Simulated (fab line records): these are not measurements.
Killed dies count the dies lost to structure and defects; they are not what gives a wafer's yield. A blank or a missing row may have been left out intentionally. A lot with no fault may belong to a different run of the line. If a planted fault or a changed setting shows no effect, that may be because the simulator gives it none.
fab line records	flow n5Finfet
[record] lots = 10	wafers = 30	lastDay = 17
route steps=1938 shown PMOS_HMC_CHANNEL_EPI@73 FIN_SAQP@98 BEOL_M4@1111 PASSIVATION@1936
lots that met no fault: from a run of the same line without faults
startH: start of the lot's first displayed wafer, in hours after the record's first day	waitH: how many hours have passed since the lot's step before this one	" the same as in the row above	L1.1+2: several wafers, shown together as one row	- either no value or no given start	* or withheld: withheld	< > ~ a bound
route shown NAME@n: a module of which the file shows steps, and the number in the route of the first	usual: mean/standard deviation taken from wafers without a fault	same: alike in all rows	chamber/n: place in a boat	sites: per-site readings	_std_site: the standard deviation of these	_edge_site: mean of outer sites minus mean of inner sites	radiusMm: how far each site lies from the wafer's centre	mask NAME#n: copy n	behind: the last tool/chamber to shape the wafer	hold: cause of the lot's hold/its duration in hours/its outcome	device: the n, p or np transistor that did not switch	end of line: the same wafers' tests at the end of the route	a step without rows: its recipe alone	killed: dies that structure and defects cost at the first sort, which is not the same as the wafer's yield	map: a wafer's dies, x killed, . not, _ none there
set.NAME: setting as actually run; set.NAME@STEP: the setting as run at that earlier step	model.NAME: the simulator's own value behind a step, which no gauge read
route steps across a sampled set of lots; one table per step, one row per wafer
services: when a tool's chamber went out of use (startH, in hours from the record's first day, below 0 if earlier), for how many hours, and the reason
[[steps]]
[step N5_PMOS_HMC_CHANNEL_EPI_ETCH_38]
[recipe] chemistry = CF4	target = SiO2	targetDepthA = 15	ionEnergyEv = 350	pressureMtorr = 10	icpW = 800	biasW = 400	cf4FlowSccm = 80
[usual] cf4FlowSccm = 79.98/0.23	drypumpMotorCurrentA = 5.7/0.49	oesProductAu = 0.994/0.014	rfFwdPowerW = 784/4.3	throttleValvePct = 21.77/0.19
lot.wafer	tool	chamber	startH	waitH	cf4FlowSccm	drypumpMotorCurrentA	oesProductAu	rfFwdPowerW	rfHoursCounterH	throttleValvePct
L528.1	rieSi-01	1	30.45	0.0	79.36	5.5	0.980	786	199	21.62
L528.4	"	0	"	"	79.67	5.6	0.982	785	136	21.43
L528.5	"	3	"	"	79.83	5.7	0.995	786	-	21.91
L529.1	rieSi-01	0	36.01	0.0	79.70	5.6	0.984	791	136	21.45
L529.3	"	2	"	"	80.04	6.0	0.978	777	54	21.73
L529.5	"	1	"	"	80.12	5.5	0.976	786	-	21.61
L530.1	rieSi-01	0	42.13	0.0	79.68	5.6	0.993	785	136	21.44
L530.5	"	1	"	"	80.15	5.5	0.970	788	-	21.61
L530.6	"	2	"	"	80.13	6.0	0.988	782	-	21.74
L533.1	rieSi-04	1	59.95	0.0	79.64	5.1	1.007	785	191	21.49
L533.3	"	3	"	"	79.94	4.9	0.968	788	53	21.91
L533.5	"	3	"	"	80.07	4.9	0.959	788	-	21.89
L534.2	rieSi-04	3	67.35	0.0	80.06	4.9	0.978	786	53	21.89
L534.3	"	2	"	"	80.44	5.8	1.013	777	2	21.84
L534.5	"	3	"	"	80.11	4.9	0.976	787	-	21.89
L539.2	rieSi-06	3	95.35	0.0	79.66	4.9	0.986	785	163	21.86
L539.3	"	0	"	"	80.07	6.2	1.018	776	84	21.84
L539.5	"	0	"	"	79.83	6.2	1.010	780	-	21.84
L540.2	rieSi-04	1	101.97	0.0	79.78	5.0	1.008	782	192	21.51
L540.3	"	3	"	"	80.00	4.9	0.962	786	53	21.90
L540.5	"	0	"	"	80.06	5.6	1.002	781	-	22.00
L547.1	rieSi-06	3	144.12	0.0	80.33	4.9	0.983	782	164	21.88
L547.2	"	2	"	"	79.68	6.1	0.999	780	11	21.94
L547.4	"	1	"	"	80.01	6.7	0.984	793	24	21.90
L548.4	rieSi-04	1	149.69	0.0	80.18	5.1	0.999	786	193	21.50
L548.5	"	1	"	"	80.24	5.1	0.993	785	-	21.52
L548.6	"	0	"	"	79.89	5.6	0.993	782	-	22.00
L549.1	rieSi-01	1	155.99	0.0	79.97	5.5	1.014	785	1	21.37
L549.2	"	3	"	"	79.93	5.7	1.006	786	30	21.94
L549.6	"	3	"	"	79.81	5.7	1.004	789	-	21.95
[step N5_FIN_SAQP_PECVD_47]
[recipe] material = a-Si	targetThkA = 450	tempC = 400	precursor = SiH4/He	pressureTorr = 3	rfW = 100	timeS = 36.3
[usual] heaterPowerW = 853/120	rfFwdPowerW = 98.9/0.41	showerheadPlenumPTorr = 5.69/0.053	throttleValvePct = 18.2/0.88
lot.wafer	tool	chamber	startH	waitH	heaterPowerW	rfFwdPowerW	showerheadPlenumPTorr	throttleValvePct
L528.1	pecvd-03	2	34.36	0.0	824	98.2	5.66	18.3
L528.4	"	2	"	"	837	98.5	5.65	18.1
L528.5	"	1	"	"	759	99.3	5.78	19.6
L529.1	pecvd-03	1	39.41	0.0	776	99.1	5.77	19.5
L529.3	"	0	"	"	896	98.9	5.79	18.2
L529.5	"	2	"	"	846	98.9	5.66	18.2
L530.1	pecvd-03	0	45.17	0.0	914	98.7	5.77	18.3
L530.5	"	2	"	"	895	98.2	5.66	18.4
L530.6	"	0	"	"	942	99.0	5.78	18.2
L533.1	pecvd-02	1	62.92	0.0	653	98.6	5.68	19.5
L533.3	"	2	"	"	744	99.0	5.67	17.6
L533.5	"	2	"	"	728	99.0	5.66	17.4
L534.2	pecvd-02	1	71.25	0.0	721	98.8	5.69	19.6
L534.3	"	2	"	"	725	99.8	5.66	17.3
L534.5	"	2	"	"	747	99.1	5.64	17.8
L539.2	pecvd-04	2	101.25	0.0	930	99.0	5.66	16.5
L539.3	"	1	"	"	879	99.0	5.75	17.7
L539.5	"	0	"	"	788	98.9	5.63	18.9
L540.2	pecvd-02	0	104.99	0.0	1152	99.8	5.72	17.9
L540.3	"	2	"	"	762	99.6	5.66	17.9
L540.5	"	1	"	"	714	97.9	5.70	19.4
L547.1	pecvd-04	0	147.10	0.0	736	98.7	5.62	19.0
L547.2	"	2	"	"	824	99.0	5.64	16.9
L547.4	"	0	"	"	712	98.7	5.62	19.0
L548.4	pecvd-04	2	153.19	0.1	969	98.6	5.64	16.8
L548.5	"	0	"	"	730	98.7	5.62	19.1
L548.6	"	1	"	"	904	98.3	5.75	17.6
L549.1	pecvd-04	0	159.66	0.0	746	98.8	5.63	19.1
L549.2	"	2	"	"	961	99.4	5.64	16.8
L549.6	"	2	"	"	952	99.1	5.64	16.8
[step N5_FIN_SAQP_COAT_10]
[recipe] resist = CAR-ArF	spinRpm = 1500	resistThkNm = 90
[usual] spinSpeedRpm = 1499.8/1.1
lot.wafer	tool	chamber	startH	waitH	spinSpeedRpm
L528.1	lithoTrack-03	0	34.64	-	1499.5
L528.4	"	0	"	"	1498.8
L528.5	"	0	"	"	1500.8
L529.1	lithoTrack-03	0	39.70	-	1499.5
L529.3	"	0	"	"	1499.3
L529.5	"	0	"	"	1499.4
L530.1	lithoTrack-03	0	45.55	-	1589.0
L530.5	"	0	"	"	1589.7
L530.6	"	0	"	"	1589.6
L533.1	lithoTrack-02	0	63.21	-	1499.4
L533.3	"	0	"	"	1500.0
L533.5	"	0	"	"	1500.4
L534.2	lithoTrack-03	0	71.63	-	1588.3
L534.3	"	0	"	"	1588.5
L534.5	"	0	"	"	1587.8
L539.2	lithoTrack-02	0	101.54	-	1499.2
L539.3	"	0	"	"	1500.5
L539.5	"	0	"	"	1501.3
L540.2	lithoTrack-05	0	105.28	-	1499.4
L540.3	"	0	"	"	1498.5
L540.5	"	0	"	"	1497.9
L547.1	lithoTrack-02	0	147.39	-	1500.0
L547.2	"	0	"	"	1499.5
L547.4	"	0	"	"	1498.1
L548.4	lithoTrack-03	0	153.46	-	1500.3
L548.5	"	0	"	"	1501.1
L548.6	"	0	"	"	1499.2
L549.1	lithoTrack-02	0	159.94	-	1500.0
L549.2	"	0	"	"	1499.7
L549.6	"	0	"	"	1499.1
[step N5_FIN_SAQP_OVL_MEAS_17]
[recipe] pointsPerWafer = 44
[usual] FIN_CORE_OVL = 0.2/0.87
lot.wafer	tool	chamber	startH	waitH	FIN_CORE_OVL[nm]
L528.1	overlay-01	0	34.92	0.0	-0.2
L528.4	"	0	"	"	-0.9
L528.5	"	0	"	"	-0.4
L529.1	overlay-01	0	40.11	0.0	1.5
L529.3	"	0	"	"	0.6
L529.5	"	0	"	"	-0.1
L530.1	overlay-02	0	45.83	0.0	-0.3
L530.5	"	0	"	"	0.0
L530.6	"	0	"	"	-0.1
L533.1	overlay-02	0	63.62	0.0	0.7
L533.3	"	0	"	"	0.7
L533.5	"	0	"	"	0.0
L534.2	overlay-02	0	72.04	0.0	-1.1
L534.3	"	0	"	"	0.7
L534.5	"	0	"	"	1.3
L539.2	overlay-02	0	101.82	0.0	-0.4
L539.3	"	0	"	"	0.8
L539.5	"	0	"	"	-0.6
L540.2	overlay-01	0	105.56	0.0	-0.2
L540.3	"	0	"	"	-0.7
L540.5	"	0	"	"	0.6
L547.1	overlay-01	0	147.67	0.0	0.8
L547.2	"	0	"	"	0.1
L547.4	"	0	"	"	0.2
L548.4	overlay-02	0	153.87	0.0	0.6
L548.5	"	0	"	"	0.2
L548.6	"	0	"	"	1.5
L549.1	overlay-01	0	160.35	0.0	0.8
L549.2	"	0	"	"	0.7
L549.6	"	0	"	"	-0.3
[step N5_BEOL_M4_RC_MEAS_101]
[usual] DIBL_N = 35.8/1.6	DIBL_P = 36.0/2.1	IOFF_N = 0.153/0.026	IOFF_P = 0.21/0.037	ION_N = 673/11	ION_P = 462/7.6	SS_N = 71.4/0.53	SS_P = 73.2/0.67	VT_N = 250/3.2	VT_P = -250/3.7
lot.wafer	tool	chamber	startH	waitH	DIBL_N[mV/V]	DIBL_P[mV/V]	IOFF_N[nA/um]	IOFF_P[nA/um]	ION_N[uA/um]	ION_P[uA/um]	SS_N[mV/dec]	SS_P[mV/dec]	VT_N[mV]	VT_P[mV]
L528.1	prober-01	0	191.95	0.0	36.7	38.9	0.176	0.28	693	472	71.4	74.1	250	-243
L528.4	"	0	"	"	37.7	40.2	0.201	0.32	682	477	72.1	74.1	246	-240
L528.5	"	0	"	"	35.7	37.7	0.146	0.26	673	470	71.0	73.2	252	-244
L529.1	prober-02	0	192.23	0.0	38.4	37.5	0.175	0.22	679	461	72.8	73.6	251	-251
L529.3	"	0	"	"	39.5	39.5	0.193	0.27	685	473	72.2	74.4	250	-249
L529.5	"	0	"	"	36.4	35.9	0.144	0.20	678	464	70.8	73.0	251	-253
L530.1	prober-01	0	198.14	0.0	37.5	36.1	0.193	0.24	691	468	71.4	73.7	245	-246
L530.5	"	0	"	"	37.4	36.3	0.183	0.25	685	471	70.9	73.9	246	-243
L530.6	"	0	"	"	36.8	35.5	0.180	0.24	697	476	70.6	72.9	245	-243
L533.1	prober-01	0	207.77	0.0	33.7	33.4	0.121	0.17	658	458	70.6	72.8	253	-255
L533.3	"	0	"	"	33.4	32.9	0.111	0.15	653	450	70.4	72.2	254	-253
L533.5	"	0	"	"	31.5	30.3	0.091	0.13	647	445	70.2	72.0	256	-257
L534.2	prober-02	0	211.20	0.2	33.3	32.7	0.107	0.16	663	457	71.0	72.5	257	-256
L534.3	"	0	"	"	36.3	35.2	0.143	0.18	666	453	71.6	73.1	254	-251
L534.5	"	0	"	"	35.0	33.4	0.119	0.17	652	448	71.0	73.6	255	-253
L540.2	prober-02	0	249.67	0.2	38.2	38.4	0.195	0.25	687	470	71.4	74.1	247	-247
L540.3	"	0	"	"	36.9	36.4	0.161	0.22	676	463	71.7	73.1	248	-247
L540.5	"	0	"	"	35.5	36.7	0.151	0.23	679	468	71.4	73.3	249	-247
L539.2	prober-01	0	251.81	0.2	34.2	35.2	0.139	0.20	672	467	71.2	72.5	252	-251
L539.3	"	0	"	"	34.2	34.9	0.136	0.21	676	472	71.8	72.8	253	-248
L539.5	"	0	"	"	35.0	35.9	0.168	0.23	678	466	71.3	73.4	247	-249
L547.1	prober-02	0	302.40	0.0	37.5	38.2	0.156	0.21	668	458	71.6	73.6	251	-251
L547.2	"	0	"	"	38.3	39.0	0.157	0.24	672	469	71.8	74.3	252	-250
L547.4	"	0	"	"	38.3	38.8	0.167	0.22	674	458	71.5	73.8	248	-249
L548.4	prober-01	0	302.60	0.5	33.2	32.0	0.110	0.15	664	457	70.9	71.6	256	-254
L548.5	"	0	"	"	34.2	32.8	0.118	0.15	667	458	71.0	72.4	253	-256
L548.6	"	0	"	"	37.3	37.4	0.188	0.24	685	467	71.0	73.3	246	-250
L549.1	prober-01	0	306.13	0.0	38.3	36.3	0.182	0.21	675	454	71.5	73.9	248	-251
L549.2	"	0	"	"	34.6	32.5	0.124	0.17	668	456	71.3	72.6	254	-253
L549.6	"	0	"	"	35.0	33.8	0.136	0.18	665	461	71.1	73.1	249	-253
[step N5_PASSIVATION_PROBE_49]
[usual] defectLimitedYield = 91.3/1.5	killed_at_M0_to_M3 = 33/12	killed_at_M4_up = 13/5.2	killedAtContacts = 13/6.7	killedAtFrontEnd = 40/11	killedAtOther = 4.1/2.7	killedDies = 103/17	killedOpen = 69/13	killedShort = 33/8.4	sort_bin_5_function = 5.1/1	sort_bin_6_memory = 3.2/0.62	sortNPass = 1077/17	sortYieldPct = 91.3/1.5
[same] grossDies = 1180	killedAtBackSide = 0	sort_bin_4_leakage[%] = 0	sort_bin_8_speed[%] = 0
lot.wafer	tool	chamber	startH	waitH	defectLimitedYield[%]	killed_at_M0_to_M3	killed_at_M4_up	killedAtContacts	killedAtFrontEnd	killedAtOther	killedDies	killedOpen	killedShort	sort_bin_5_function[%]	sort_bin_6_memory[%]	sortNPass	sortYieldPct[%]
L528.1	prober-02	-	297.92	0.0	90.8	15	8	20	55	10	108	64	40	5.8	3.0	1072	90.8
L528.4	prober-02	-	298.07	0.2	91.0	26	15	8	54	3	106	60	44	5.7	2.8	1074	91.0
L528.5	prober-02	-	298.12	0.2	91.1	19	10	17	49	10	105	68	37	5.6	2.9	1075	91.1
L530.1	prober-01	-	299.41	0.0	91.4	39	21	2	30	9	101	71	30	5.5	2.7	1079	91.4
L530.5	prober-01	-	299.61	0.2	90.6	45	25	4	26	11	111	73	37	5.8	3.3	1069	90.6
L530.6	prober-01	-	299.66	0.3	91.8	27	26	2	36	6	97	64	31	4.3	3.5	1083	91.8
L529.1	prober-02	-	303.80	0.0	92.2	44	7	6	31	4	92	59	32	4.2	3.3	1088	92.2
L529.3	prober-02	-	303.90	0.1	90.5	44	19	12	31	6	112	75	36	5.4	3.7	1068	90.5
L529.5	prober-02	-	304.00	0.2	91.7	44	18	8	26	2	98	56	42	4.8	3.0	1082	91.7
L533.1	prober-01	-	316.66	0.0	91.8	35	12	12	38	0	97	66	31	5.0	3.1	1083	91.8
L533.3	prober-01	-	316.76	0.1	88.9	38	17	19	54	3	131	87	44	6.2	4.4	1049	88.9
L533.5	prober-01	-	316.86	0.2	90.0	32	19	31	36	0	118	80	37	6.3	3.5	1062	90.0
L534.2	prober-02	-	319.40	0.1	90.8	23	14	12	57	3	109	74	35	5.6	3.1	1071	90.8
L534.3	prober-02	-	319.45	0.1	89.6	46	17	13	46	1	123	83	37	7.1	3.2	1057	89.6
L534.5	prober-02	-	319.55	0.2	92.7	15	6	11	52	2	86	56	30	4.9	2.1	1094	92.7
L539.2	prober-01	-	358.89	0.9	91.9	32	13	6	38	6	95	69	22	3.8	3.8	1085	91.9
L539.3	prober-01	-	358.94	1.0	92.0	26	16	5	41	6	94	59	33	5.3	2.4	1086	92.0
L539.5	prober-01	-	359.04	1.1	94.0	24	8	13	24	2	71	47	23	3.4	2.3	1109	94.0
L540.2	prober-02	-	363.75	0.1	90.1	42	19	3	49	4	117	76	39	5.5	3.9	1063	90.1
L540.3	prober-02	-	363.80	0.1	92.0	22	16	10	45	1	94	74	19	4.7	3.2	1086	92.0
L540.5	prober-02	-	363.90	0.2	91.3	37	6	9	48	3	103	73	30	5.3	3.1	1077	91.3
L547.1	prober-02	-	396.43	0.0	91.9	24	12	4	50	6	96	47	45	4.8	3.1	1084	91.9
L547.2	prober-02	-	396.48	0.1	92.7	37	9	5	30	5	86	52	32	4.2	3.0	1094	92.7
L547.4	prober-02	-	396.58	0.2	89.1	60	12	7	48	2	129	68	58	6.8	3.7	1051	89.1
L548.4	prober-02	-	402.94	0.2	92.5	35	18	6	26	4	89	66	23	4.0	3.4	1091	92.5
L548.5	prober-02	-	402.99	0.2	91.2	43	5	23	30	3	104	77	27	5.2	3.1	1076	91.2
L548.6	prober-02	-	403.04	0.3	93.3	22	10	14	28	5	79	57	21	4.2	2.3	1101	93.3
L549.1	prober-02	-	410.63	0.0	90.3	41	15	25	33	1	115	85	30	5.2	3.6	1065	90.3
L549.2	prober-02	-	410.68	0.1	92.4	26	20	14	24	6	90	61	29	4.3	2.8	1090	92.4
L549.6	prober-02	-	410.88	0.3	91.9	28	20	18	28	2	96	71	25	5.1	2.9	1084	91.9
// killed by level:class
L528.1 FIN_SAQP:geometricParticle:open=17 MOL_CONTACT_COAG:geometricParticle:open=16 FIN_SAQP:geometricParticle:short=11 GATE_CUT:geometricParticle:short=9 STI_FIN_REVEAL:geometricParticle:open=5 BEOL_M0_SAQP:geometricParticle:open=5 MOL_CONTACT_COAG:geometricParticle:short=4 BEOL_M5:geometricParticle:open=4
L528.4 FIN_SAQP:geometricParticle:open=14 FIN_SAQP:geometricParticle:short=13 GATE_CUT:geometricParticle:short=9 STI_FIN_REVEAL:geometricParticle:open=7 MOL_CONTACT_COAG:geometricParticle:open=6 BEOL_M2:geometricParticle:open=5 BEOL_M3:geometricParticle:open=4 DUMMY_GATE:geometricParticle:open=3
L528.5 FIN_SAQP:geometricParticle:open=18 MOL_CONTACT_COAG:geometricParticle:open=14 STI_FIN_REVEAL:geometricParticle:open=7 BEOL_M0_SAQP:geometricParticle:open=7 GATE_CUT:geometricParticle:short=6 FIN_SAQP:geometricParticle:short=5 STI_FIN_REVEAL:geometricParticle:short=5 GATE_CUT:geometricParticle:open=3
L530.1 BEOL_M4:geometricParticle:open=12 BEOL_M0_SAQP:geometricParticle:short=9 BEOL_M0_SAQP:geometricParticle:open=9 STI_FIN_REVEAL:geometricParticle:open=7 BEOL_M0:geometricParticle:open=6 BEOL_M3:geometricParticle:open=5 FIN_SAQP:geometricParticle:open=4 DUMMY_GATE:geometricParticle:open=3
L530.5 BEOL_M3:geometricParticle:open=12 BEOL_M0_SAQP:geometricParticle:short=10 BEOL_M4:geometricParticle:open=10 BEOL_M0:geometricParticle:open=7 STI_FIN_REVEAL:geometricParticle:open=6 DUMMY_GATE:geometricParticle:open=6 BEOL_M0_SAQP:geometricParticle:open=6 GATE_CUT:geometricParticle:short=4
L530.6 BEOL_M4:geometricParticle:open=18 STI_FIN_REVEAL:geometricParticle:open=14 FIN_SAQP:geometricParticle:open=5 BEOL_M0_SAQP:geometricParticle:short=5 BEOL_M0_SAQP:geometricParticle:open=5 BEOL_M4:geometricParticle:short=5 BEOL_M1:geometricParticle:open=5 BEOL_M3:geometricParticle:open=4
L529.1 BEOL_M0_SAQP:geometricParticle:open=9 BEOL_M0_SAQP:geometricParticle:short=9 BEOL_M2:geometricParticle:open=9 FIN_SAQP:geometricParticle:open=7 BEOL_M1:geometricParticle:open=7 FIN_SAQP:geometricParticle:short=6 MOL_CONTACT_COAG:geometricParticle:open=6 STI_FIN_REVEAL:geometricParticle:open=4
L529.3 BEOL_M0_SAQP:geometricParticle:short=15 MOL_CONTACT_COAG:geometricParticle:open=10 FIN_SAQP:geometricParticle:open=9 STI_FIN_REVEAL:geometricParticle:open=7 BEOL_M0_SAQP:geometricParticle:open=6 BEOL_M1:geometricParticle:open=6 BEOL_M4:geometricParticle:open=5 FIN_SAQP:geometricParticle:short=4
L529.5 BEOL_M0_SAQP:geometricParticle:short=14 BEOL_M3:geometricParticle:open=10 BEOL_M0_SAQP:geometricParticle:open=8 FIN_SAQP:geometricParticle:short=7 MOL_CONTACT_COAG:geometricParticle:open=6 FIN_SAQP:geometricParticle:open=5 BEOL_M2:geometricParticle:open=5 BEOL_M5:geometricParticle:open=5
L533.1 STI_FIN_REVEAL:geometricParticle:open=12 BEOL_M0_SAQP:geometricParticle:short=11 FIN_SAQP:geometricParticle:open=7 DUMMY_GATE:geometricParticle:open=6 MOL_CONTACT_COAG:geometricParticle:open=6 MOL_CONTACT_COAG:geometricParticle:short=6 ILD0:geometricParticle:open=5 BEOL_M2:geometricParticle:open=5
L533.3 MOL_CONTACT_COAG:geometricParticle:open=14 DUMMY_GATE:geometricParticle:open=12 BEOL_M0_SAQP:geometricParticle:open=12 FIN_SAQP:geometricParticle:short=9 STI_FIN_REVEAL:geometricParticle:open=9 BEOL_M0_SAQP:geometricParticle:short=8 BEOL_M4:geometricParticle:open=7 BEOL_M1:geometricParticle:open=6
L533.5 MOL_CONTACT_COAG:geometricParticle:open=27 FIN_SAQP:geometricParticle:open=10 BEOL_M1:geometricParticle:open=9 FIN_SAQP:geometricParticle:short=8 BEOL_M4:geometricParticle:short=8 BEOL_M4:geometricParticle:open=7 BEOL_M2:geometricParticle:open=6 STI_FIN_REVEAL:geometricParticle:open=4
L534.2 FIN_SAQP:geometricParticle:open=23 FIN_SAQP:geometricParticle:short=12 MOL_CONTACT_COAG:geometricParticle:open=9 STI_FIN_REVEAL:geometricParticle:open=7 GATE_CUT:geometricParticle:short=5 BEOL_M0_SAQP:geometricParticle:open=5 BEOL_M0_SAQP:geometricParticle:short=5 DUMMY_GATE:geometricParticle:open=3
L534.3 FIN_SAQP:geometricParticle:short=16 BEOL_M0_SAQP:geometricParticle:open=12 BEOL_M3:geometricParticle:open=12 FIN_SAQP:geometricParticle:open=10 MOL_CONTACT_COAG:geometricParticle:open=9 STI_FIN_REVEAL:geometricParticle:open=8 BEOL_M2:geometricParticle:open=7 BEOL_M7:geometricParticle:open=5
L534.5 FIN_SAQP:geometricParticle:open=17 MOL_CONTACT_COAG:geometricParticle:open=11 STI_FIN_REVEAL:geometricParticle:open=8 GATE_CUT:geometricParticle:short=8 FIN_SAQP:geometricParticle:short=6 GATE_CUT:geometricParticle:open=3 BEOL_M0_SAQP:geometricParticle:short=3 BEOL_M1:geometricParticle:open=3
L539.2 FIN_SAQP:geometricParticle:open=13 BEOL_M0_SAQP:geometricParticle:open=9 BEOL_M2:geometricParticle:open=7 SPACER0:geometricParticle:open=6 MOL_CONTACT_COAG:geometricParticle:open=5 BEOL_M0_SAQP:geometricParticle:short=5 BEOL_M4:geometricParticle:open=5 BEOL_M3:geometricParticle:open=5
L539.3 STI_FIN_REVEAL:geometricParticle:open=17 BEOL_M2:geometricParticle:open=9 BEOL_M0_SAQP:geometricParticle:short=8 STI_FIN_REVEAL:geometricParticle:short=5 BEOL_M7:geometricParticle:open=5 FIN_SAQP:geometricParticle:short=4 BEOL_M4:geometricParticle:open=4 MOL_CONTACT_COAG:geometricParticle:short=3
L539.5 MOL_CONTACT_COAG:geometricParticle:open=12 BEOL_M2:geometricParticle:open=12 STI_FIN_REVEAL:geometricParticle:open=8 BEOL_M0_SAQP:geometricParticle:short=6 FIN_SAQP:geometricParticle:short=4 BEOL_M2:geometricParticle:short=4 STARTING-WAFER:geometricParticle:short=4 DUMMY_GATE:geometricParticle:open=2
L540.2 STI_FIN_REVEAL:geometricParticle:open=12 FIN_SAQP:geometricParticle:short=11 FIN_SAQP:geometricParticle:open=8 BEOL_M1:geometricParticle:open=7 BEOL_M3:geometricParticle:open=7 BEOL_M4:geometricParticle:open=7 BEOL_M0:geometricParticle:open=6 BEOL_M2:geometricParticle:open=6
L540.3 STI_FIN_REVEAL:geometricParticle:open=21 MOL_CONTACT_COAG:geometricParticle:open=8 BEOL_M3:geometricParticle:open=7 BEOL_M4:geometricParticle:open=7 FIN_SAQP:geometricParticle:open=6 BEOL_M2:geometricParticle:open=5 BEOL_M0_SAQP:geometricParticle:open=4 FIN_SAQP:geometricParticle:short=3
L540.5 STI_FIN_REVEAL:geometricParticle:open=11 MOL_CONTACT_COAG:geometricParticle:open=8 BEOL_M2:geometricParticle:open=8 BEOL_M3:geometricParticle:open=7 FIN_SAQP:geometricParticle:open=6 BEOL_M1:geometricParticle:open=6 BEOL_M0:geometricParticle:open=6 FIN_SAQP:geometricParticle:short=5
L547.1 FIN_SAQP:geometricParticle:short=16 BEOL_M0_SAQP:geometricParticle:short=7 STI_FIN_REVEAL:geometricParticle:open=6 DUMMY_GATE:geometricParticle:open=6 BEOL_M1:geometricParticle:open=5 MOL_CONTACT_COAG:geometricParticle:open=4 BEOL_M0_SAQP:geometricParticle:open=4 BEOL_M2:geometricParticle:open=4
L547.2 BEOL_M0_SAQP:geometricParticle:open=11 FIN_SAQP:geometricParticle:short=9 BEOL_M0_SAQP:geometricParticle:short=9 BEOL_M1:geometricParticle:open=9 MOL_CONTACT_COAG:geometricParticle:open=5 FIN_SAQP:geometricParticle:open=3 SPACER0:geometricParticle:open=3 BEOL_M1:geometricParticle:short=3
L547.4 FIN_SAQP:geometricParticle:short=19 BEOL_M0_SAQP:geometricParticle:short=18 BEOL_M1:geometricParticle:open=12 FIN_SAQP:geometricParticle:open=10 BEOL_M0_SAQP:geometricParticle:open=9 BEOL_M4:geometricParticle:open=7 BEOL_M2:geometricParticle:open=5 STI_FIN_REVEAL:geometricParticle:open=4
L548.4 BEOL_M1:geometricParticle:open=17 BEOL_M0_SAQP:geometricParticle:open=6 BEOL_M2:geometricParticle:open=6 BEOL_M5:geometricParticle:open=6 STI_FIN_REVEAL:geometricParticle:open=5 MOL_CONTACT_COAG:geometricParticle:open=5 FIN_SAQP:geometricParticle:short=4 GATE_CUT:geometricParticle:open=4
L548.5 MOL_CONTACT_COAG:geometricParticle:open=20 BEOL_M0_SAQP:geometricParticle:open=12 BEOL_M1:geometricParticle:open=11 FIN_SAQP:geometricParticle:open=6 DUMMY_GATE:geometricParticle:open=5 BEOL_M0_SAQP:geometricParticle:short=5 BEOL_M1:geometricParticle:short=5 BEOL_M2:geometricParticle:open=5
L548.6 MOL_CONTACT_COAG:geometricParticle:open=13 STI_FIN_REVEAL:geometricParticle:open=9 BEOL_M2:geometricParticle:open=7 DUMMY_GATE:geometricParticle:open=6 BEOL_M1:geometricParticle:open=4 BEOL_M3:geometricParticle:open=4 BEOL_M0_SAQP:geometricParticle:short=3 FIN_SAQP:geometricParticle:short=3
L549.1 MOL_CONTACT_COAG:geometricParticle:open=21 FIN_SAQP:geometricParticle:open=19 BEOL_M3:geometricParticle:open=10 BEOL_M4:geometricParticle:open=10 FIN_SAQP:geometricParticle:short=7 BEOL_M2:geometricParticle:open=7 BEOL_M0_SAQP:geometricParticle:short=7 BEOL_M0_SAQP:geometricParticle:open=6
L549.2 MOL_CONTACT_COAG:geometricParticle:open=11 BEOL_M4:geometricParticle:open=10 FIN_SAQP:geometricParticle:open=9 BEOL_M3:geometricParticle:open=6 FIN_SAQP:geometricParticle:short=5 BEOL_M0_SAQP:geometricParticle:short=4 BEOL_M0_SAQP:geometricParticle:open=4 BEOL_M2:geometricParticle:open=4
L549.6 MOL_CONTACT_COAG:geometricParticle:open=16 BEOL_M4:geometricParticle:open=13 BEOL_M2:geometricParticle:open=10 DUMMY_GATE:geometricParticle:open=7 FIN_SAQP:geometricParticle:open=6 FIN_SAQP:geometricParticle:short=5 BEOL_M0:geometricParticle:open=5 BEOL_M1:geometricParticle:open=5
[[services]]
tool	chamber	startH	hours	kind
pecvd-04	1	10.94	7.4	repair
pecvd-04	2	21.12	-	clean
pecvd-04	2	21.12	-	consumableReplace:showerhead
pecvd-04	2	21.12	29.0	scheduledDown
pecvd-04	2	21.12	29.0	ventCycle
lithoTrack-02	-	42.32	-	consumableReplace:filter
pecvd-03	1	42.80	22.1	repair
pecvd-02	1	55.38	5.5	scheduledDown
pecvd-03	-	60.58	14.6	pm
rieSi-01	2	65.56	10.3	repair
rieSi-04	2	67.54	8.4	repair
pecvd-02	0	69.96	2.1	scheduledDown
lithoTrack-03	-	71.47	-	consumableReplace:filter
pecvd-04	2	76.52	2.1	scheduledDown
rieSi-01	1	80.60	-	clean
rieSi-01	1	80.60	-	consumableReplace:esc
rieSi-01	1	80.60	22.7	scheduledDown
rieSi-01	1	80.60	22.7	ventCycle
rieSi-01	-	108.68	2.8	pm
rieSi-06	-	117.12	2.8	pm
rieSi-01	0	119.04	8.5	repair
rieSi-04	3	136.60	6.8	repair
pecvd-02	-	139.84	0.3	repair
rieSi-06	-	152.44	0.1	repair
[[key]]
[firstSign] step = N5_FIN_SAQP_COAT_10	reading = spinSpeedRpm	direction = up	sigmas = 79	usual = *	struck = *
effect none on later readings
metAt N5_FIN_SAQP_COAT_10
struckLots L530,L534
notActingAt N5_PMOS_HMC_CHANNEL_EPI_ETCH_38,N5_FIN_SAQP_PECVD_47,N5_FIN_SAQP_OVL_MEAS_17
onsetBetween 39.70 45.55
[fault] kind = processParameterDrift	tool = lithoTrack-03	chamber = -	onsetH = 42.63	steps = N5_FIN_SAQP_COAT_10	channel = spinRpm	offset = *	shape = step	endH = 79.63	actsIn = *	stated = *
